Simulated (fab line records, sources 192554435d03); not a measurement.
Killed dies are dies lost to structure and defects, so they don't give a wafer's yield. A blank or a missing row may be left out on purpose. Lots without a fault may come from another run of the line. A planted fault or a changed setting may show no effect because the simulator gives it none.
fab line records | flow n5_finfet
record lots=10 wafers=28 last_day=18
route steps=1938 shown TV_LITHO@1886 TV_OPEN@1887 PAD_METAL@1896 PASSIVATION@1916
lots that met no fault: from a run of the same line without faults
start_h: hours from the record's first day to the start of the lot's first wafer shown | wait_h: hours since the lot's step before | " the same as in the row above | L1.1+2: a row that stands for several wafers | - no value, or no start given | * or withheld: withheld | < > ~ a bound
route shown NAME@n: a module of which the file shows steps, and the number in the route of the first | usual: mean/standard deviation of fault-free wafers | same: alike in all rows | chamber/n: place in a boat | sites: the reading at each site | _std_site: their standard deviation | _edge_site: outer sites' mean less inner sites' | radius_mm: how far each site lies from the wafer's centre | mask NAME#n: copy n | behind: the tool/chamber that last shaped the wafer | hold: why the lot was held/for how many hours/how that ended | device: the transistor (n, p or np) that didn't switch | end of line: the same wafers' tests at the end of the route | a step without rows: its recipe alone | killed: dies lost to structure and defects at the first sort, not the wafer's yield | map: a wafer's dies, x killed, . not, _ none there
set.NAME: the setting as run; set.NAME@STEP: as run at that earlier step | model.NAME: the simulator's own value behind a step, which no gauge read
steps of the route over a sample of lots; a table a step, a row a wafer
services: from which hour (start_h, from the record's first day; less than 0 if before it) a tool's chamber was out of use, for how many hours, and why
## steps
# step N5_PASSIVATION_DESCUM_12
# recipe chemistry=O2 time_s=7.9 source_power_w=50 bias_power_w=20 pressure_mtorr=20 rf_frequency_hz=2.712e+07 temp_c=40 o2_flow_sccm=225
# usual drypump_motor_current_A=5.6/0.32 oes_product_au=0.79/0.1 rf_vpp_V=242.9/1.2 showerhead_plenum_p_Torr=2.09/0.055 throttle_valve_pct=20.36/0.15
# same time_s=7.9
# columns lot.wafer tool chamber start_h wait_h drypump_motor_current_A oes_product_au rf_hours_counter_h rf_vpp_V showerhead_plenum_p_Torr throttle_valve_pct
L664.4 rie_diel-05 3 270.64 0.2 5.6 0.66 237 242.0 2.07 20.60
L664.5 " 3 " " 5.6 0.66 - 242.3 2.07 20.59
L664.6 " 2 " " 5.9 0.70 - 243.3 2.07 20.48
L667.1 rie_diel-05 1 281.83 0.3 5.2 0.73 175 242.8 2.10 20.27
L667.2 " 3 " " 5.6 0.66 240 241.9 2.07 20.59
L667.5 " 2 " " 5.9 0.70 - 242.6 2.07 20.50
L666.2 rie_diel-05 2 282.68 0.0 5.9 0.70 243 243.3 2.07 20.49
L666.3 " 1 " " 5.2 0.71 175 241.9 2.10 20.29
L666.5 " 2 " " 5.9 0.69 - 241.8 2.07 20.49
L668.2 rie_diel-04 2 315.03 0.0 6.2 0.83 74 241.7 2.05 20.00
L668.6 " 1 " " 6.2 0.97 - 243.5 2.14 20.27
L677.1 rie_diel-01 0 350.36 0.4 5.3 0.76 119 243.7 2.10 20.44
L677.3 " 1 " " 5.6 0.69 227 241.8 2.07 20.47
L682.1 rie_diel-04 3 381.34 0.1 5.9 0.84 58 244.0 2.11 20.23
L682.2 " 1 " " 6.3 0.92 30 244.5 2.13 20.31
L682.3 " 0 " " 5.6 0.87 53 243.8 2.13 20.25
L683.2 rie_diel-01 2 393.71 0.2 5.4 0.89 34 242.5 2.05 20.54
L683.3 " 0 " " 5.3 0.75 132 243.4 2.09 20.45
L683.4 " 1 " " 5.5 0.69 242 241.9 2.07 20.49
L684.1 rie_diel-01 2 397.62 0.3 5.4 0.88 36 241.3 2.05 20.55
L684.5 " 0 " " 5.3 0.73 - 242.0 2.09 20.46
L684.6 " 1 " " 5.5 0.69 - 243.6 2.06 20.51
L685.2 rie_diel-01 2 415.31 0.5 5.4 0.87 42 242.7 2.04 20.56
L685.3 " 0 " " 5.3 0.74 138 242.7 2.09 20.48
L685.4 " 3 " " 5.6 0.67 217 240.8 1.98 20.39
L686.1 rie_diel-05 1 421.18 0.2 5.2 0.69 217 242.2 2.08 20.33
L686.2 " 3 " " 5.6 0.93 17 242.3 2.06 20.20
L686.4 " 2 " " 5.9 0.88 24 244.5 2.06 20.22
# step N5_PASSIVATION_PASS_ETCH_74
# recipe chemistry=CF4/O2 target=SiNx target_depth_a=2200 time_s=110 ion_energy_ev=100 pressure_mtorr=40 source_w=535 bias_w=49 Ar_flow_sccm=100 cf4_flow_sccm=100 O2_flow_sccm=10
# usual drypump_motor_current_A=5.6/0.32 oes_o_777_au=0.80/0.09 oes_product_au=0.79/0.098 rf_vpp_V=240/5.2 showerhead_plenum_p_Torr=2.20/0.061 throttle_valve_pct=15.92/0.18
# same time_s=110
# columns lot.wafer tool chamber start_h wait_h drypump_motor_current_A oes_o_777_au oes_product_au rf_hours_counter_h rf_vpp_V showerhead_plenum_p_Torr throttle_valve_pct
L664.4 rie_diel-05 3 270.71 0.0 5.6 0.68 0.65 237 238 2.18 16.16
L664.5 " 3 " " 5.6 0.68 0.65 - 239 2.18 16.16
L664.6 " 2 " " 5.9 0.71 0.69 - 234 2.17 16.10
L667.1 rie_diel-05 1 281.89 0.0 5.2 0.76 0.74 175 238 2.20 15.80
L667.2 " 3 " " 5.6 0.68 0.65 240 238 2.18 16.17
L667.5 " 2 " " 5.8 0.70 0.70 - 235 2.17 16.10
L666.2 rie_diel-05 2 282.74 0.0 5.9 0.71 0.68 243 234 2.17 16.12
L666.3 " 1 " " 5.2 0.76 0.73 175 237 2.20 15.81
L666.5 " 2 " " 5.9 0.71 0.68 - 234 2.17 16.11
L668.2 rie_diel-04 2 315.09 0.0 6.2 0.85 0.82 74 242 2.13 15.46
L668.6 " 1 " " 6.3 0.94 0.98 - 249 2.26 15.83
L677.1 rie_diel-01 0 350.42 0.0 5.3 0.78 0.77 119 231 2.22 16.02
L677.3 " 1 " " 5.5 0.71 0.70 227 246 2.18 16.07
L682.1 rie_diel-04 3 381.41 0.0 5.9 0.80 0.83 58 242 2.25 15.91
L682.2 " 1 " " 6.3 0.89 0.93 30 249 2.25 15.86
L682.3 " 0 " " 5.7 0.86 0.86 53 233 2.25 15.80
L683.2 rie_diel-01 2 393.77 0.0 5.4 0.89 0.87 34 245 2.16 16.03
L683.3 " 0 " " 5.3 0.77 0.76 132 233 2.21 16.06
L683.4 " 1 " " 5.5 0.69 0.69 242 244 2.17 16.12
L684.1 rie_diel-01 2 397.68 0.0 5.4 0.89 0.87 36 244 2.16 16.04
L684.5 " 0 " " 5.3 0.76 0.75 - 232 2.21 16.04
L684.6 " 1 " " 5.5 0.70 0.68 - 245 2.17 16.11
L685.2 rie_diel-01 2 415.38 0.0 5.4 0.88 0.87 42 245 2.15 16.06
L685.3 " 0 " " 5.3 0.75 0.76 138 231 2.21 16.06
L685.4 " 3 " " 5.7 0.68 0.68 217 244 2.09 15.97
L686.1 rie_diel-05 1 421.25 0.0 5.2 0.73 0.71 217 236 2.18 15.90
L686.2 " 3 " " 5.6 0.94 0.91 17 238 2.17 15.74
L686.4 " 2 " " 5.8 0.89 0.88 24 235 2.16 15.71
# step N5_PASSIVATION_AL_DEP_21
# recipe material=Al target_thk_a=28000 temp_c=400 time_s=170 power_w=30000 chamber_pressure_pa=0.4 gas=Ar
# usual cathode_dc_power_W=30000/5.4 throttle_valve_pct=29.7/1.2
# same time_s=170
# columns lot.wafer tool chamber start_h wait_h cathode_dc_power_W throttle_valve_pct
L664.4 pvd_sputter-02 - 271.40 0.1 30007 28.0
L664.5 " - " " 29998 31.4
L664.6 " - " " 29995 28.8
L667.1 pvd_sputter-01 - 283.86 0.1 30010 29.6
L667.2 " - " " 30005 28.3
L667.5 " - " " 29993 29.9
L666.2 pvd_sputter-03 - 284.33 0.1 29990 30.7
L666.3 " - " " 29999 27.7
L666.5 " - " " 30005 30.3
L668.2 pvd_sputter-01 - 316.16 0.1 29997 28.2
L668.6 " - " " 30004 31.2
L677.1 pvd_sputter-02 - 351.36 0.1 29991 31.1
L677.3 " - " " 29992 31.3
L682.1 pvd_sputter-01 - 383.12 0.1 29995 29.7
L682.2 " - " " 30000 28.2
L682.3 " - " " 29996 28.3
L683.2 pvd_sputter-03 - 394.79 0.1 29991 30.0
L683.3 " - " " 30001 28.2
L683.4 " - " " 29999 30.4
L684.1 pvd_sputter-03 - 398.86 0.1 30000 29.8
L684.5 " - " " 29992 30.7
L684.6 " - " " 29999 30.2
L685.2 pvd_sputter-03 - 416.37 0.1 29998 30.6
L685.3 " - " " 29999 28.0
L685.4 " - " " 30008 30.8
L686.1 pvd_sputter-03 - 422.41 0.1 30007 30.9
L686.2 " - " " 30000 30.0
L686.4 " - " " 30004 30.4
# step N5_PASSIVATION_PECVD_35
# recipe material=SiNx target_thk_a=7000 temp_c=400 precursor=SiH4/NH3/N2 pressure_torr=4.9 rf_w=1406 time_s=151.3
# usual heater_power_w=428/100 run_length_s=195.2/0.69 showerhead_plenum_p_Torr=8.68/0.084 throttle_valve_pct=28.5/1.2
# columns lot.wafer tool chamber start_h wait_h heater_power_w run_length_s showerhead_plenum_p_Torr since_wet_clean_h throttle_valve_pct
L664.4 pecvd-04 0 273.23 0.1 333 194.9 8.63 - 28.9
L664.5 " 2 " " 209 194.3 8.63 - 28.3
L664.6 " 1 " " 257 195.3 8.70 - 29.6
L667.1 pecvd-04 0 285.87 0.1 387 195.0 8.63 1171 29.3
L667.2 " 2 " " 192 194.5 8.61 408 28.4
L667.5 " 0 " " 413 195.7 8.63 - 28.9
L666.2 pecvd-01 0 286.58 0.1 508 195.9 8.78 809 27.6
L666.3 " 2 " " 434 194.9 8.51 55 26.7
L666.5 " 2 " " 475 195.4 8.53 - 26.6
L668.2 pecvd-01 1 318.56 0.1 519 194.2 8.70 1566 30.1
L668.6 " 2 " " 490 194.8 8.53 - 26.8
L677.1 pecvd-01 1 353.26 0.1 515 176.9 8.69 1601 30.1
L677.3 " 2 " " 519 178.5 8.54 122 27.0
L682.1 pecvd-04 1 385.59 0.1 393 195.5 8.71 1996 29.4
L682.2 " 0 " " 354 194.9 8.63 1271 29.3
L682.3 " 2 " " 244 194.8 8.61 508 28.8
L683.2 pecvd-04 1 396.75 0.1 266 195.6 8.71 2007 29.7
L683.3 " 0 " " 391 195.3 8.64 1282 28.9
L683.4 " 1 " " 315 195.4 8.71 - 29.8
L684.1 pecvd-02 0 400.63 0.1 514 195.1 8.69 1105 29.1
L684.5 " 1 " " 535 195.3 8.68 - 29.4
L684.6 " 2 " " 334 196.8 8.71 - 26.8
L685.2 pecvd-04 1 418.31 0.1 374 195.4 8.71 2028 29.6
L685.3 " 0 " " 397 195.3 8.62 1303 29.2
L685.4 " 2 " " 249 194.6 8.62 - 28.7
L686.1 pecvd-01 2 424.35 0.1 548 195.5 8.53 193 27.2
L686.2 " 0 " " 451 196.2 8.79 947 27.9
L686.4 " 1 " " 381 194.1 8.70 - 30.0
# step N5_PASSIVATION_PROBE_49
# usual defect_limited_yield=91.0/1.5 killed_at_M0_to_M3=33/9.4 killed_at_M4_up=14/4.8 killed_at_contacts=13/7.3 killed_at_front_end=43/13 killed_at_other=3.6/2.9 killed_dies=106/18 killed_open=69/13 killed_short=35/8.2 sort_bin_5_function=5.3/1 sort_bin_6_memory=3.3/0.68 sort_bin_8_speed=0.01/0.027 sort_n_pass=1074/18 sort_yield_pct=91.0/1.5
# same gross_dies=1180 killed_at_back_side=0 sort_bin_4_leakage[%]=0
# columns lot.wafer tool chamber start_h wait_h defect_limited_yield[%] killed_at_M0_to_M3 killed_at_M4_up killed_at_contacts killed_at_front_end killed_at_other killed_dies killed_open killed_short sort_bin_5_function[%] sort_bin_6_memory[%] sort_bin_8_speed[%] sort_n_pass sort_yield_pct[%]
L664.4 prober-02 - 277.23 0.4 91.2 20 11 25 45 3 104 67 37 5.3 3.0 0 1076 91.2
L664.5 prober-02 - 277.28 0.4 90.8 47 11 14 34 2 108 75 33 5.1 3.9 0 1072 90.8
L664.6 prober-02 - 277.33 0.5 91.2 50 10 8 36 0 104 66 36 5.1 3.3 0 1076 91.2
L666.2 prober-02 - 290.26 0.1 88.6 37 16 18 61 3 135 85 47 7.5 3.5 0 1045 88.6
L666.3 prober-02 - 290.31 0.1 87.6 39 12 25 64 6 146 96 45 7.8 4.0 0 1034 87.6
L666.5 prober-02 - 290.41 0.2 90.4 33 10 28 42 0 113 72 38 5.7 2.9 0 1067 90.4
L668.2 prober-02 - 322.79 0.1 91.4 31 16 5 45 4 101 61 39 4.7 3.1 0 1079 91.4
L668.6 prober-02 - 322.99 0.3 92.6 13 7 8 58 1 87 57 28 4.1 3.3 0 1093 92.6
L677.1 prober-01 - 358.10 0.0 90.3 35 8 18 49 5 115 76 38 5.3 4.2 0 1065 90.3
L677.3 prober-01 - 358.20 0.1 90.9 28 17 14 44 4 107 73 30 5.4 3.1 0 1073 90.9
L686.1 prober-01 - 428.13 0.0 91.5 34 18 4 36 8 100 56 34 4.2 3.2 0 1080 91.5
L686.2 prober-01 - 428.18 0.1 94.4 19 9 5 24 9 66 40 24 3.5 1.9 0 1114 94.4
L686.4 prober-01 - 428.28 0.2 90.8 49 13 6 30 10 108 57 51 4.7 3.9 0 1072 90.8
# killed by level:class
L664.4 MOL_CONTACT_COAG:geometric_particle:open=21 STI_FIN_REVEAL:geometric_particle:open=8 FIN_SAQP:geometric_particle:short=7 DUMMY_GATE:geometric_particle:open=7 FIN_SAQP:geometric_particle:open=6 BEOL_M0_SAQP:geometric_particle:short=6 GATE_CUT:geometric_particle:short=6 BEOL_M4:geometric_particle:open=5
L664.5 STI_FIN_REVEAL:geometric_particle:open=14 BEOL_M0:geometric_particle:short=13 MOL_CONTACT_COAG:geometric_particle:open=12 BEOL_M3:geometric_particle:open=12 BEOL_M2:geometric_particle:open=7 BEOL_M0_SAQP:geometric_particle:open=6 FIN_SAQP:geometric_particle:short=4 BEOL_M0_SAQP:geometric_particle:short=4
L664.6 STI_FIN_REVEAL:geometric_particle:open=18 BEOL_M0_SAQP:geometric_particle:short=12 BEOL_M2:geometric_particle:open=12 BEOL_M0:geometric_particle:open=9 MOL_CONTACT_COAG:geometric_particle:open=5 BEOL_M0_SAQP:geometric_particle:open=4 STARTING-WAFER:geometric_particle:short=3 DUMMY_GATE:geometric_particle:open=3
L666.2 MOL_CONTACT_COAG:geometric_particle:open=13 BEOL_M3:geometric_particle:open=10 STI_FIN_REVEAL:geometric_particle:open=9 FIN_SAQP:geometric_particle:short=7 GATE_CUT:geometric_particle:short=7 FIN_SAQP:geometric_particle:open=6 GATE_CUT:geometric_particle:open=6 BEOL_M0_SAQP:geometric_particle:short=6
L666.3 MOL_CONTACT_COAG:geometric_particle:open=20 BEOL_M2:geometric_particle:open=16 FIN_SAQP:geometric_particle:open=11 GATE_CUT:geometric_particle:short=11 STI_FIN_REVEAL:geometric_particle:open=10 FIN_SAQP:geometric_particle:short=7 BEOL_M1:geometric_particle:open=5 MOL_CONTACT_COAG:geometric_particle:short=5
L666.5 MOL_CONTACT_COAG:geometric_particle:open=21 STI_FIN_REVEAL:geometric_particle:open=9 BEOL_M0_SAQP:geometric_particle:short=9 GATE_CUT:geometric_particle:short=8 BEOL_M0_SAQP:geometric_particle:open=8 MOL_CONTACT_COAG:geometric_particle:short=7 DUMMY_GATE:geometric_particle:open=5 BEOL_M4:geometric_particle:open=5
L668.2 STI_FIN_REVEAL:geometric_particle:open=13 BEOL_M0_SAQP:geometric_particle:short=12 BEOL_M3:geometric_particle:open=9 FIN_SAQP:geometric_particle:open=8 BEOL_M4:geometric_particle:open=6 GATE_CUT:geometric_particle:short=5 BEOL_M5:geometric_particle:open=4 STARTING-WAFER:geometric_particle:short=4
L668.6 STI_FIN_REVEAL:geometric_particle:open=23 STI_FIN_REVEAL:geometric_particle:short=8 FIN_SAQP:geometric_particle:short=7 MOL_CONTACT_COAG:geometric_particle:open=7 BEOL_M0_SAQP:geometric_particle:open=6 FIN_SAQP:geometric_particle:open=4 GATE_CUT:geometric_particle:short=4 ILD0:geometric_particle:short=3
L677.1 FIN_SAQP:geometric_particle:open=18 BEOL_M1:geometric_particle:open=15 MOL_CONTACT_COAG:geometric_particle:open=11 BEOL_M0_SAQP:geometric_particle:short=10 DUMMY_GATE:geometric_particle:open=7 MOL_CONTACT_COAG:geometric_particle:short=7 STI_FIN_REVEAL:geometric_particle:open=6 BEOL_M5:geometric_particle:open=5
L677.3 FIN_SAQP:geometric_particle:open=16 MOL_CONTACT_COAG:geometric_particle:open=12 BEOL_M3:geometric_particle:open=7 FIN_SAQP:geometric_particle:short=6 BEOL_M0_SAQP:geometric_particle:open=5 BEOL_M2:geometric_particle:open=5 STARTING-WAFER:geometric_particle:short=4 STI_FIN_REVEAL:geometric_particle:open=4
L686.1 FIN_SAQP:geometric_particle:open=9 HKMG_FIN:area_etch=9 BEOL_M0_SAQP:geometric_particle:open=7 BEOL_M0_SAQP:geometric_particle:short=7 BEOL_M3:geometric_particle:open=6 BEOL_M4:geometric_particle:open=6 BEOL_M4:geometric_particle:short=5 FIN_SAQP:geometric_particle:short=4
L686.2 STI_FIN_REVEAL:geometric_particle:open=7 BEOL_M4:geometric_particle:open=6 BEOL_M1:geometric_particle:short=5 MOL_CONTACT_COAG:geometric_particle:open=4 BEOL_M0_SAQP:geometric_particle:short=4 BEOL_M3:geometric_particle:open=4 STARTING-WAFER:geometric_particle:open=4 FIN_SAQP:geometric_particle:short=3
L686.4 BEOL_M0_SAQP:geometric_particle:short=16 BEOL_M0_SAQP:geometric_particle:open=14 GATE_CUT:geometric_particle:short=7 FIN_SAQP:geometric_particle:short=5 BEOL_M4:geometric_particle:open=5 PASS1_CAP:geometric_particle:short=5 GATE_CUT:geometric_particle:open=4 MOL_CONTACT_COAG:geometric_particle:open=4
## services
# columns tool chamber start_h hours kind
rie_diel-04 1 253.83 13.9 repair
pecvd-01 - 255.43 0.8 repair
rie_diel-01 2 268.72 - clean
rie_diel-01 2 268.72 - consumable_replace:focus_ring
rie_diel-01 2 268.72 27.5 scheduled_down
rie_diel-01 1 279.30 8.4 repair
rie_diel-01 3 286.15 4.1 repair
rie_diel-04 3 287.19 4.6 repair
pvd_sputter-02 - 288.76 8.9 repair
rie_diel-05 - 295.90 14.6 pm
pecvd-04 - 307.35 2.8 pm
rie_diel-05 2 318.19 - clean
rie_diel-05 2 318.19 - consumable_replace:focus_ring
rie_diel-05 2 318.19 28.1 scheduled_down
rie_diel-05 2 318.19 28.1 vent_cycle
pvd_sputter-01 - 326.48 1.0 repair
pecvd-01 - 330.04 1.3 repair
rie_diel-05 3 346.31 - clean
rie_diel-05 3 346.31 - consumable_replace:focus_ring
rie_diel-05 3 346.31 18.5 scheduled_down
rie_diel-05 3 346.31 18.5 vent_cycle
pvd_sputter-01 - 367.91 3.0 repair
rie_diel-04 - 382.56 2.8 pm
pecvd-04 - 398.25 0.9 repair
## key
first_sign step=N5_PASSIVATION_PECVD_35 reading=run_length_s direction=down sigmas=25 usual=* struck=*
effect none on later readings
met_at N5_PASSIVATION_PECVD_35
struck_lots L677
struck_wafers L677.1,L677.3
not_acting_at N5_PASSIVATION_DESCUM_12,N5_PASSIVATION_PASS_ETCH_74,N5_PASSIVATION_AL_DEP_21
onset_between 318.56 353.26
fault kind=process_parameter_drift tool=pecvd-01 chamber=- onset_h=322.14 steps=N5_PASSIVATION_PECVD_35 channel=time_s offset=* shape=step end_h=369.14 scope=struck_wafers_only acts_in=* stated=*
